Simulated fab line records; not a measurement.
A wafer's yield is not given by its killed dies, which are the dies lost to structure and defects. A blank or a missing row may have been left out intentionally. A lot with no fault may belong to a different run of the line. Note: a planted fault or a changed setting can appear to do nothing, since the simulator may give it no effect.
fab line records -- flow n5-finfet -- part 1 of 2: steps 1 to 17 of 26
record lots=5, wafers=15, last-day=16
route steps=1938 shown BEOL_M6@1205
lots that met no fault: taken from a fault-free run of the same line
start-h: the number of hours between the record's first day and the start of the first shown wafer of the lot -- wait-h: time in hours since the lot's previous step -- " repeats the value in the row above -- L1.1+2: one row covering several wafers at once -- - either no value or no given start -- * or withheld: withheld -- < > ~ a bound
route shown NAME@n: NAME is a module with steps in the file, n the number in the route of the first one -- usual: mean and standard deviation over wafers with no fault -- same: alike in all rows -- chamber/n: place in a boat -- sites: each site's reading -- _std_site: standard deviation of those values -- _edge_site: the outer-site mean with the inner-site mean subtracted -- radius-mm: how far each site lies from the wafer's centre -- mask NAME#n: copy n -- behind: tool/chamber where the wafer was last shaped -- hold: cause of the lot's hold/its duration in hours/its outcome -- device: transistor that didn't switch, given as n, p or np -- end of line: the tests these same wafers got at the end of their route -- step lacking rows: just its recipe -- killed: count of dies lost to structure and defects at first sort (not the wafer's yield) -- map: per-die view of a wafer (x killed, . not killed, _ where there is no die)
set.NAME: the setting that was run; set.NAME@STEP: the one run at that earlier step -- model.NAME: the simulator's own value behind a step, which no gauge read
lots seen at some steps along the route; tables by step, rows by wafer
services: the hour from which a tool's chamber was out of use, counted from the record's first day as start-h (under 0 if before that day), plus the number of hours and why
## steps
# step N5_BEOL_M6_PEB_09
# recipe peb-temp-c=withheld, peb-time-s=60, resist=CAR-ArF
# usual chill-plate-temp-C=23.00/0.11, exhaust-pa=45.0/0.89
lot.wafer,tool,chamber,start-h,wait-h,chill-plate-temp-C,exhaust-pa
L075.2,litho-track-01,0,179.80,0.0,22.85,43.5
L075.4,litho-track-01,0,179.80,0.0,23.18,44.2
L075.6,litho-track-01,0,179.80,0.0,23.03,44.5
L078.1,litho-track-03,0,200.92,0.1,23.07,44.1
L078.4,litho-track-03,0,200.92,0.1,22.94,44.9
L078.5,litho-track-03,0,200.92,0.1,23.17,45.7
L081.1,litho-track-01,0,226.73,0.1,22.90,43.5
L081.2,litho-track-01,0,226.73,0.1,22.87,45.3
L081.5,litho-track-01,0,226.73,0.1,22.84,44.9
L083.2,litho-track-01,0,236.04,0.0,23.08,46.6
L083.4,litho-track-01,0,236.04,0.0,22.96,45.9
L083.6,litho-track-01,0,236.04,0.0,22.98,47.1
L091.1,litho-track-03,0,299.82,0.1,22.92,45.7
L091.2,litho-track-03,0,299.82,0.1,22.98,45.4
L091.4,litho-track-03,0,299.82,0.1,22.92,44.6
# step N5_BEOL_M6_DEVELOP_10
# recipe develop-time-s=30, developer=TMAH, resist=CAR-ArF, rinse-liquid=diw, dry=air-spin, dev-temp-c=23
# usual chill-plate-temp-C=23.00/0.11, exhaust-pa=44.8/0.95
lot.wafer,tool,chamber,start-h,wait-h,chill-plate-temp-C,exhaust-pa
L075.2,litho-track-01,0,-,-,22.95,45.0
L075.4,litho-track-01,0,-,-,22.92,43.4
L075.6,litho-track-01,0,-,-,23.02,44.2
L078.1,litho-track-03,0,-,-,23.06,45.5
L078.4,litho-track-03,0,-,-,22.96,45.1
L078.5,litho-track-03,0,-,-,22.90,45.3
L081.1,litho-track-01,0,-,-,23.12,44.1
L081.2,litho-track-01,0,-,-,23.15,44.4
L081.5,litho-track-01,0,-,-,23.22,44.0
L083.2,litho-track-01,0,-,-,22.96,43.5
L083.4,litho-track-01,0,-,-,23.04,45.6
L083.6,litho-track-01,0,-,-,22.91,45.2
L091.1,litho-track-03,0,-,-,22.91,45.5
L091.2,litho-track-03,0,-,-,23.01,45.2
L091.4,litho-track-03,0,-,-,23.16,45.0
# step N5_BEOL_M6_CD_MEAS_11
# recipe target-cd-nm=38.5, landing-energy-ev=500, detector=se-inlens, polarity=opening
# usual cd-nm=38.3/0.46
# same landing-energy-ev=500
lot.wafer,tool,chamber,start-h,wait-h,cd-nm
L075.2,cd-sem-01,0,179.87,-,37.6
L075.4,cd-sem-01,0,179.87,-,38.2
L075.6,cd-sem-01,0,179.87,-,37.6
L078.1,cd-sem-02,0,200.99,-,39.1
L078.4,cd-sem-02,0,200.99,-,39.4
L078.5,cd-sem-02,0,200.99,-,39.2
L081.1,cd-sem-01,0,226.80,-,38.3
L081.2,cd-sem-01,0,226.80,-,38.0
L081.5,cd-sem-01,0,226.80,-,38.2
L083.2,cd-sem-02,0,236.11,-,38.5
L083.4,cd-sem-02,0,236.11,-,37.9
L083.6,cd-sem-02,0,236.11,-,38.3
L091.1,cd-sem-03,0,299.89,-,38.0
L091.2,cd-sem-03,0,299.89,-,38.4
L091.4,cd-sem-03,0,299.89,-,38.1
# step N5_BEOL_M6_OVL_MEAS_12
# recipe points-per-wafer=44
# usual M6_OVL=0.1/0.7
lot.wafer,tool,chamber,start-h,wait-h,M6_OVL[nm]
L075.2,overlay-01,0,179.90,0.0,-1.1
L075.4,overlay-01,0,179.90,0.0,-1.3
L075.6,overlay-01,0,179.90,0.0,0.1
L078.1,overlay-01,0,201.02,0.0,0.4
L078.4,overlay-01,0,201.02,0.0,-0.9
L078.5,overlay-01,0,201.02,0.0,-0.4
L081.1,overlay-02,0,226.83,0.0,0.0
L081.2,overlay-02,0,226.83,0.0,1.5
L081.5,overlay-02,0,226.83,0.0,-0.2
L083.2,overlay-02,0,236.14,0.0,-0.2
L083.4,overlay-02,0,236.14,0.0,-0.5
L083.6,overlay-02,0,236.14,0.0,-0.2
L091.1,overlay-02,0,299.92,0.0,-1.0
L091.2,overlay-02,0,299.92,0.0,-0.3
L091.4,overlay-02,0,299.92,0.0,-0.4
# step N5_BEOL_M6_INSPECT_13
# recipe mode=adi, inspect-instrument=brightfield
# usual raw-defect-count=433/110
lot.wafer,tool,chamber,start-h,wait-h,raw-defect-count
L075.2,defect-inspect-02,-,179.92,0.0,254
L075.4,defect-inspect-02,-,179.92,0.0,351
L075.6,defect-inspect-02,-,179.92,0.0,426
L078.1,defect-inspect-01,-,201.04,0.0,522
L078.4,defect-inspect-01,-,201.04,0.0,413
L078.5,defect-inspect-01,-,201.04,0.0,483
L081.1,defect-inspect-01,-,226.85,0.0,337
L081.2,defect-inspect-01,-,226.85,0.0,297
L081.5,defect-inspect-01,-,226.85,0.0,311
L083.2,defect-inspect-02,-,236.16,0.0,514
L083.4,defect-inspect-02,-,236.16,0.0,668
L083.6,defect-inspect-02,-,236.16,0.0,555
L091.1,defect-inspect-02,-,299.94,0.0,380
L091.2,defect-inspect-02,-,299.94,0.0,406
L091.4,defect-inspect-02,-,299.94,0.0,425
# step N5_BEOL_M6_DESCUM_16
# recipe chemistry=O2, time-s=7.9, source-power-w=50, bias-power-w=20, pressure-mtorr=20, rf-frequency-hz=2.712e+07, temp-c=40, resist=CAR-ArF, o2-flow-sccm=225
# usual chamber-pressure-mTorr=20.002/0.019, drypump-motor-current-A=5.7/0.4, o2-flow-sccm=225.0/0.64, oes-product-au=0.82/0.082, rf-vpp-V=243.3/1.4, showerhead-plenum-p-Torr=2.09/0.073, throttle-valve-pct=20.28/0.2
lot.wafer,tool,chamber,start-h,wait-h,chamber-pressure-mTorr,drypump-motor-current-A,o2-flow-sccm,oes-product-au,rf-hours-counter-h,rf-vpp-V,showerhead-plenum-p-Torr,throttle-valve-pct
L075.2,rie-diel-05,1,179.96,0.0,20.006,5.6,225.3,0.85,47,241.4,2.04,20.43
L075.4,rie-diel-05,3,179.96,0.0,19.995,5.2,225.7,0.89,34,245.2,2.22,20.25
L075.6,rie-diel-05,1,179.96,0.0,19.961,5.6,225.3,0.85,-,242.0,2.04,20.43
L078.1,rie-diel-04,2,201.53,0.5,19.989,5.8,225.2,0.69,249,242.0,2.04,20.44
L078.4,rie-diel-04,1,201.53,0.5,20.035,5.4,225.1,0.89,46,245.1,2.13,20.26
L078.5,rie-diel-04,3,201.53,0.5,19.992,6.5,226.2,0.71,-,244.7,2.16,20.56
L081.1,rie-diel-05,1,227.07,0.2,20.025,5.6,225.3,0.83,63,242.4,2.03,20.46
L081.2,rie-diel-05,3,227.07,0.2,19.989,5.2,225.0,0.87,52,246.0,2.21,20.28
L081.5,rie-diel-05,0,227.07,0.2,20.026,5.7,224.8,0.88,-,242.3,2.03,20.26
L083.2,rie-diel-02,2,236.19,0.0,20.007,6.2,224.3,0.79,98,245.2,2.20,20.27
L083.4,rie-diel-02,3,236.19,0.0,20.000,5.7,225.4,0.87,35,242.7,2.13,20.05
L083.6,rie-diel-02,3,236.19,0.0,20.000,5.7,225.3,0.87,-,243.1,2.13,20.05
L091.1,rie-diel-05,2,299.98,0.0,20.010,6.5,224.7,0.93,22,243.5,2.14,20.38
L091.2,rie-diel-05,0,299.98,0.0,20.001,5.8,224.9,0.84,70,242.1,2.02,20.28
L091.4,rie-diel-05,1,299.98,0.0,19.985,5.6,224.9,0.80,88,243.5,2.02,20.49
# step N5_BEOL_M6_ETCH_61
# recipe chemistry=CF4, target=SiARC, target-depth-a=455, mask-material=CAR-ArF, time-s=75.8, ion-energy-ev=80, pressure-mtorr=40, source-w=545, bias-w=36, Ar_flow_sccm=100, cf4-flow-sccm=100, ends=cleared
# usual chamber-pressure-mTorr=40.00/0.04, drypump-motor-current-A=5.7/0.4, etch-rf-on-time-s=75.5/1.2, oes-product-au=0.71/0.069, rf-vpp-V=184.1/1.2, showerhead-plenum-p-Torr=2.14/0.07, throttle-valve-pct=15.48/0.19
lot.wafer,tool,chamber,start-h,wait-h,chamber-pressure-mTorr,drypump-motor-current-A,etch-rf-on-time-s,oes-product-au,rf-hours-counter-h,rf-vpp-V,showerhead-plenum-p-Torr,throttle-valve-pct
L075.2,rie-diel-05,1,179.99,0.0,40.05,5.6,74.5,0.74,47,183.4,2.09,15.54
L075.4,rie-diel-05,3,179.99,0.0,40.02,5.2,75.0,0.76,34,184.7,2.28,15.52
L075.6,rie-diel-05,1,179.99,0.0,40.01,5.6,73.6,0.74,-,183.1,2.09,15.56
L078.1,rie-diel-04,2,201.56,0.0,39.99,5.7,74.8,0.60,249,183.6,2.11,15.83
L078.4,rie-diel-04,1,201.56,0.0,39.92,5.3,74.9,0.75,46,184.1,2.17,15.37
L078.5,rie-diel-04,3,201.56,0.0,39.94,6.5,76.4,0.60,-,184.8,2.20,15.68
L081.1,rie-diel-05,1,227.11,0.0,40.04,5.6,73.8,0.71,63,182.9,2.09,15.61
L081.2,rie-diel-05,3,227.11,0.0,40.02,5.2,74.4,0.74,52,186.8,2.28,15.54
L081.5,rie-diel-05,0,227.11,0.0,40.07,5.8,74.5,0.74,-,182.8,2.08,15.38
L083.2,rie-diel-02,2,236.23,0.0,40.06,6.2,77.2,0.68,98,185.2,2.23,15.39
L083.4,rie-diel-02,3,236.23,0.0,40.01,5.8,76.6,0.74,35,183.0,2.18,15.21
L083.6,rie-diel-02,3,236.23,0.0,40.00,5.7,76.2,0.74,-,183.1,2.18,15.22
L091.1,rie-diel-05,2,300.01,0.0,40.04,6.5,74.7,0.79,22,184.9,2.20,15.60
L091.2,rie-diel-05,0,300.01,0.0,40.01,5.8,75.5,0.71,70,184.0,2.07,15.42
L091.4,rie-diel-05,1,300.01,0.0,40.03,5.6,74.8,0.69,88,183.1,2.08,15.65
# step N5_BEOL_M6_ETCH_62
# recipe chemistry=N2/H2, target=SOC, target-depth-a=1100, overetch-a=220, mask-material=SiARC, temp-c=40, time-s=165, ion-energy-ev=200, pressure-mtorr=30, source-w=840, bias-w=150, n2-flow-sccm=200, h2-flow-sccm=200
# usual chamber-pressure-mTorr=30.001/0.026, drypump-motor-current-A=5.7/0.4, oes-product-au=0.70/0.064, rf-vpp-V=524.1/2.5, showerhead-plenum-p-Torr=2.55/0.088, throttle-valve-pct=17.70/0.22
lot.wafer,tool,chamber,start-h,wait-h,chamber-pressure-mTorr,drypump-motor-current-A,oes-product-au,rf-hours-counter-h,rf-vpp-V,showerhead-plenum-p-Torr,throttle-valve-pct
L075.2,rie-diel-05,1,180.05,0.0,29.969,5.6,0.72,47,522.0,2.48,17.83
L075.4,rie-diel-05,3,180.05,0.0,30.010,5.2,0.75,34,528.6,2.71,17.71
L075.6,rie-diel-05,1,180.05,0.0,30.036,5.7,0.72,-,520.5,2.48,17.83
L078.1,rie-diel-04,2,201.62,0.0,29.991,5.7,0.59,249,522.3,2.49,17.93
L078.4,rie-diel-04,1,201.62,0.0,29.995,5.4,0.74,46,524.0,2.59,17.64
L078.5,rie-diel-04,3,201.62,0.0,30.017,6.5,0.60,-,525.7,2.62,17.88
L081.1,rie-diel-05,1,227.17,0.0,30.028,5.6,0.70,63,521.2,2.47,17.86
L081.2,rie-diel-05,3,227.17,0.0,30.038,5.2,0.73,52,528.7,2.71,17.75
L081.5,rie-diel-05,0,227.17,0.0,30.023,5.8,0.73,-,522.8,2.49,17.77
L083.2,rie-diel-02,2,236.29,0.0,29.980,6.2,0.68,98,528.0,2.66,17.53
L083.4,rie-diel-02,3,236.29,0.0,30.045,5.7,0.74,35,525.8,2.59,17.48
L083.6,rie-diel-02,3,236.29,0.0,30.049,5.7,0.73,-,526.3,2.59,17.49
L091.1,rie-diel-05,2,300.07,0.0,29.977,6.6,0.78,22,525.6,2.62,17.92
L091.2,rie-diel-05,0,300.07,0.0,30.020,5.8,0.70,70,521.7,2.47,17.80
L091.4,rie-diel-05,1,300.07,0.0,30.063,5.6,0.67,88,521.1,2.46,17.90
# step N5_BEOL_M6_STRIP_68
# recipe chemistry=N2/H2, temp-c=40, n2-flow-sccm=200, h2-flow-sccm=200, rf-frequency-hz=6e+07
lot.wafer,tool,chamber,start-h,wait-h
L075.2+4+6,rie-diel-05,"1,3,1",180.19,0.1
L078.1+4+5,rie-diel-04,"2,1,3",201.75,0.1
L081.1+2+5,rie-diel-05,"1,3,0",227.30,0.1
L083.2+4+6,rie-diel-02,"2,3,3",236.42,0.1
L091.1+2+4,rie-diel-05,"2,0,1",300.21,0.1
# step N5_BEOL_M6_STRIP_67
# recipe chemistry=CF4, resist=SiARC, power-w=300, bias-power-w=75, pressure-mtorr=50, cf4-flow-sccm=150, rf-frequency-hz=6e+07
# usual chamber-pressure-mTorr=50.00/0.045, drypump-motor-current-A=5.7/0.4, oes-product-au=0.82/0.074, rf-vpp-V=271.2/1.6, showerhead-plenum-p-Torr=1.80/0.059, throttle-valve-pct=13.46/0.2
lot.wafer,tool,chamber,start-h,wait-h,chamber-pressure-mTorr,drypump-motor-current-A,oes-product-au,rf-hours-counter-h,rf-vpp-V,showerhead-plenum-p-Torr,throttle-valve-pct
L075.2,rie-diel-05,1,180.20,0.0,49.94,5.6,0.84,47,271.2,1.76,13.52
L075.4,rie-diel-05,3,180.20,0.0,50.05,5.2,0.89,34,273.4,1.91,13.46
L075.6,rie-diel-05,1,180.20,0.0,49.97,5.6,0.85,-,269.3,1.76,13.53
L078.1,rie-diel-04,2,201.76,0.0,50.08,5.7,0.69,249,270.8,1.77,13.85
L078.4,rie-diel-04,1,201.76,0.0,49.99,5.4,0.87,46,270.8,1.81,13.33
L078.5,rie-diel-04,3,201.76,0.0,49.94,6.5,0.72,-,274.1,1.85,13.69
L081.1,rie-diel-05,1,227.31,0.0,50.08,5.7,0.84,63,269.9,1.75,13.56
L081.2,rie-diel-05,3,227.31,0.0,49.98,5.2,0.86,52,272.9,1.91,13.53
L081.5,rie-diel-05,0,227.31,0.0,49.90,5.7,0.87,-,269.2,1.74,13.32
L083.2,rie-diel-02,2,236.43,0.0,50.05,6.2,0.80,98,274.6,1.87,13.38
L083.4,rie-diel-02,3,236.43,0.0,50.01,5.7,0.88,35,272.4,1.83,13.17
L083.6,rie-diel-02,3,236.43,0.0,49.94,5.6,0.87,-,271.9,1.83,13.19
L091.1,rie-diel-05,2,300.22,0.0,50.00,6.5,0.91,22,271.2,1.84,13.52
L091.2,rie-diel-05,0,300.22,0.0,49.96,5.8,0.83,70,270.8,1.73,13.39
L091.4,rie-diel-05,1,300.22,0.0,50.05,5.6,0.80,88,270.2,1.75,13.63
# step N5_BEOL_M6_HM_OPEN_17
# recipe chemistry=Cl2/BCl3, target-depth-a=200, overetch-a=60, target=TiN, mask-material=SOC, ion-energy-ev=150, pressure-mtorr=10, icp-w=1000, bias-w=126, Cl2_flow_sccm=53.25, bcl3-flow-sccm=21.75, Ar_flow_sccm=25
# usual chamber-pressure-mTorr=10.001/0.0088, drypump-motor-current-A=5.99/0.28, oes_ar_750_au=0.76/0.13, oes-product-au=0.66/0.1, throttle-valve-pct=22.16/0.17
lot.wafer,tool,chamber,start-h,wait-h,chamber-pressure-mTorr,drypump-motor-current-A,oes_ar_750_au,oes-product-au,rf-hours-counter-h,throttle-valve-pct
L075.2,rie-metal-03,1,180.24,0.0,9.996,5.97,0.77,0.68,36,22.17
L075.4,rie-metal-03,1,180.24,0.0,9.993,5.99,0.78,0.69,-,22.13
L075.6,rie-metal-03,1,180.24,0.0,10.010,5.95,0.77,0.68,-,22.15
L078.1,rie-metal-02,0,201.80,0.0,10.003,5.78,0.57,0.50,129,22.58
L078.4,rie-metal-02,1,201.80,0.0,9.998,5.45,0.61,0.54,-,22.24
L078.5,rie-metal-02,1,201.80,0.0,9.994,5.46,0.61,0.53,-,22.26
L081.1,rie-metal-01,1,227.35,0.0,9.982,6.19,0.93,0.79,5,22.07
L081.2,rie-metal-01,0,227.35,0.0,9.995,6.29,0.74,0.65,40,22.01
L081.5,rie-metal-01,0,227.35,0.0,10.005,6.25,0.73,0.65,-,22.02
L083.2,rie-metal-03,1,236.48,0.0,9.994,6.02,0.76,0.66,41,22.18
L083.4,rie-metal-03,1,236.48,0.0,10.008,5.99,0.76,0.66,-,22.17
L083.6,rie-metal-03,1,236.48,0.0,9.998,6.02,0.76,0.66,-,22.16
L091.1,rie-metal-01,0,300.26,0.0,10.020,6.25,0.72,0.64,47,22.01
L091.2,rie-metal-01,1,300.26,0.0,10.010,6.19,0.89,0.76,11,22.09
L091.4,rie-metal-01,1,300.26,0.0,9.990,6.20,0.89,0.76,-,22.09
# step N5_BEOL_M6_STRIP_19
# recipe chemistry=O2, power-w=400, temp-c=40, pressure-mtorr=30, rf-frequency-hz=6e+07, bias-power-w=0, overash-fraction=0.2, o2-flow-sccm=225
# usual chamber-pressure-mTorr=30.00/0.034, drypump-motor-current-A=5.8/0.45, o2-flow-sccm=225.0/0.68, oes-product-au=0.81/0.081, rf-vpp-V=3.6/0.55, showerhead-plenum-p-Torr=2.11/0.071, throttle-valve-pct=16.55/0.2
lot.wafer,tool,chamber,start-h,wait-h,chamber-pressure-mTorr,drypump-motor-current-A,o2-flow-sccm,oes-product-au,rf-hours-counter-h,rf-vpp-V,showerhead-plenum-p-Torr,throttle-valve-pct
L075.2,rie-diel-05,0,180.35,0.1,30.02,5.8,224.2,0.90,26,2.9,2.04,16.46
L075.4,rie-diel-05,1,180.35,0.1,30.03,5.6,224.7,0.85,47,3.1,2.04,16.62
L075.6,rie-diel-05,1,180.35,0.1,30.03,5.6,225.2,0.85,-,3.3,2.04,16.62
L078.1,rie-diel-05,3,202.18,0.3,30.03,5.2,225.5,0.88,41,4.1,2.22,16.48
L078.4,rie-diel-05,1,202.18,0.3,30.04,5.6,224.9,0.84,54,3.4,2.04,16.63
L078.5,rie-diel-05,3,202.18,0.3,29.99,5.2,224.7,0.87,-,3.7,2.22,16.50
L081.1,rie-diel-02,1,227.53,0.1,29.97,5.3,223.9,0.82,73,3.5,2.12,16.54
L081.2,rie-diel-02,3,227.53,0.1,29.98,5.6,224.2,0.88,32,2.8,2.13,16.26
L081.5,rie-diel-02,2,227.53,0.1,29.99,6.2,225.6,0.79,-,4.3,2.21,16.48
L083.2,rie-diel-02,1,236.59,0.1,29.98,5.2,224.3,0.82,75,4.0,2.12,16.56
L083.4,rie-diel-02,0,236.59,0.1,30.02,5.8,225.4,0.71,211,4.2,1.99,16.71
L083.6,rie-diel-02,2,236.59,0.1,29.97,6.2,226.3,0.80,-,3.9,2.21,16.52
L091.1,rie-diel-04,0,300.37,0.1,30.04,5.2,224.5,0.85,39,3.0,2.03,16.08
L091.2,rie-diel-04,2,300.37,0.1,29.97,5.8,225.8,0.94,24,4.3,2.03,16.40
L091.4,rie-diel-04,3,300.37,0.1,30.06,6.5,225.5,0.69,244,4.3,2.16,16.86
# step N5_BEOL_M6_CD_MEAS_18
# recipe pitch-nm=80, target-cd-nm=40
# usual cd-nm=39.6/0.55
lot.wafer,tool,chamber,start-h,wait-h,cd-nm
L075.2,cd-sem-01,-,180.42,0.1,39.0
L075.4,cd-sem-01,-,180.42,0.1,40.1
L075.6,cd-sem-01,-,180.42,0.1,39.2
L078.1,cd-sem-02,-,202.25,0.0,40.0
L078.4,cd-sem-02,-,202.25,0.0,41.1
L078.5,cd-sem-02,-,202.25,0.0,40.5
L081.1,cd-sem-01,-,227.60,0.0,39.8
L081.2,cd-sem-01,-,227.60,0.0,40.0
L081.5,cd-sem-01,-,227.60,0.0,39.3
L083.2,cd-sem-03,-,236.66,0.1,40.4
L083.4,cd-sem-03,-,236.66,0.1,39.2
L083.6,cd-sem-03,-,236.66,0.1,39.6
L091.1,cd-sem-01,-,300.44,0.0,38.4
L091.2,cd-sem-01,-,300.44,0.0,39.3
L091.4,cd-sem-01,-,300.44,0.0,39.8
# step N5_BEOL_M6_COAT_63
# recipe resist=SOC, temp-c=250, time-s=60, spin-rpm=1500, resist-thk-nm=60
# usual chill-plate-temp-C=23.01/0.1, exhaust-pa=45.0/0.98
lot.wafer,tool,chamber,start-h,wait-h,chill-plate-temp-C,exhaust-pa
L075.2,litho-track-04,0,180.45,0.0,23.09,44.9
L075.4,litho-track-04,0,180.45,0.0,22.97,45.3
L075.6,litho-track-04,0,180.45,0.0,23.06,44.0
L078.1,litho-track-04,0,203.05,0.8,23.12,44.0
L078.4,litho-track-04,0,203.05,0.8,22.99,44.1
L078.5,litho-track-04,0,203.05,0.8,23.07,43.6
L081.1,litho-track-03,0,230.43,2.8,22.86,45.7
L081.2,litho-track-03,0,230.43,2.8,22.97,44.6
L081.5,litho-track-03,0,230.43,2.8,22.88,44.4
L083.2,litho-track-03,0,240.29,3.6,22.89,45.0
L083.4,litho-track-03,0,240.29,3.6,22.95,45.4
L083.6,litho-track-03,0,240.29,3.6,22.86,45.3
L091.1,litho-track-01,0,300.47,0.0,23.10,46.6
L091.2,litho-track-01,0,300.47,0.0,23.09,45.3
L091.4,litho-track-01,0,300.47,0.0,23.13,46.4
# step N5_BEOL_M6_COAT_64
# recipe resist=SiARC, temp-c=220, time-s=60, spin-rpm=1500, resist-thk-nm=12
# usual chill-plate-temp-C=23.00/0.096, exhaust-pa=45.1/0.85
lot.wafer,tool,chamber,start-h,wait-h,chill-plate-temp-C,exhaust-pa
L075.2,litho-track-04,0,-,-,22.92,46.7
L075.4,litho-track-04,0,-,-,23.05,44.5
L075.6,litho-track-04,0,-,-,22.98,44.8
L078.1,litho-track-04,0,-,-,23.10,44.8
L078.4,litho-track-04,0,-,-,23.10,44.9
L078.5,litho-track-04,0,-,-,22.90,45.2
L081.1,litho-track-03,0,-,-,23.05,44.2
L081.2,litho-track-03,0,-,-,22.97,46.2
L081.5,litho-track-03,0,-,-,22.98,46.5
L083.2,litho-track-03,0,-,-,22.91,43.3
L083.4,litho-track-03,0,-,-,22.94,44.7
L083.6,litho-track-03,0,-,-,22.84,45.0
L091.1,litho-track-01,0,-,-,23.08,45.1
L091.2,litho-track-01,0,-,-,23.13,45.0
L091.4,litho-track-01,0,-,-,23.14,45.3
# step N5_BEOL_M6_COAT_71
# recipe resist=underlayer, temp-c=205, time-s=60, spin-rpm=1500, resist-thk-nm=5
# usual chill-plate-temp-C=23.00/0.13, exhaust-pa=45.2/0.83
lot.wafer,tool,chamber,start-h,wait-h,chill-plate-temp-C,exhaust-pa
L075.2,litho-track-04,0,-,-,23.19,45.6
L075.4,litho-track-04,0,-,-,23.06,44.8
L075.6,litho-track-04,0,-,-,23.13,44.5
L078.1,litho-track-04,0,-,-,23.01,45.8
L078.4,litho-track-04,0,-,-,22.93,46.7
L078.5,litho-track-04,0,-,-,23.03,45.3
L081.1,litho-track-03,0,-,-,22.90,44.8
L081.2,litho-track-03,0,-,-,23.15,44.4
L081.5,litho-track-03,0,-,-,23.00,44.2
L083.2,litho-track-03,0,-,-,23.07,45.3
L083.4,litho-track-03,0,-,-,23.07,45.0
L083.6,litho-track-03,0,-,-,23.10,46.4
L091.1,litho-track-01,0,-,-,22.97,44.8
L091.2,litho-track-01,0,-,-,23.08,44.8
L091.4,litho-track-01,0,-,-,23.03,45.3
# step N5_BEOL_M6_COAT_22
# recipe resist=CAR-EUV, spin-rpm=1500, resist-thk-nm=30
# usual chill-plate-temp-C=22.99/0.096, exhaust-pa=45.1/0.8
lot.wafer,tool,chamber,start-h,wait-h,chill-plate-temp-C,exhaust-pa
L075.2,litho-track-04,0,-,-,22.87,44.7
L075.4,litho-track-04,0,-,-,22.92,45.3
L075.6,litho-track-04,0,-,-,22.90,45.3
L078.1,litho-track-04,0,-,-,22.93,44.9
L078.4,litho-track-04,0,-,-,22.82,45.1
L078.5,litho-track-04,0,-,-,23.01,46.2
L081.1,litho-track-03,0,-,-,22.98,45.0
L081.2,litho-track-03,0,-,-,22.94,46.4
L081.5,litho-track-03,0,-,-,23.07,46.4
L083.2,litho-track-03,0,-,-,23.07,44.5
L083.4,litho-track-03,0,-,-,22.94,46.3
L083.6,litho-track-03,0,-,-,23.02,46.1
L091.1,litho-track-01,0,-,-,22.96,44.6
L091.2,litho-track-01,0,-,-,23.00,45.1
L091.4,litho-track-01,0,-,-,22.90,43.5
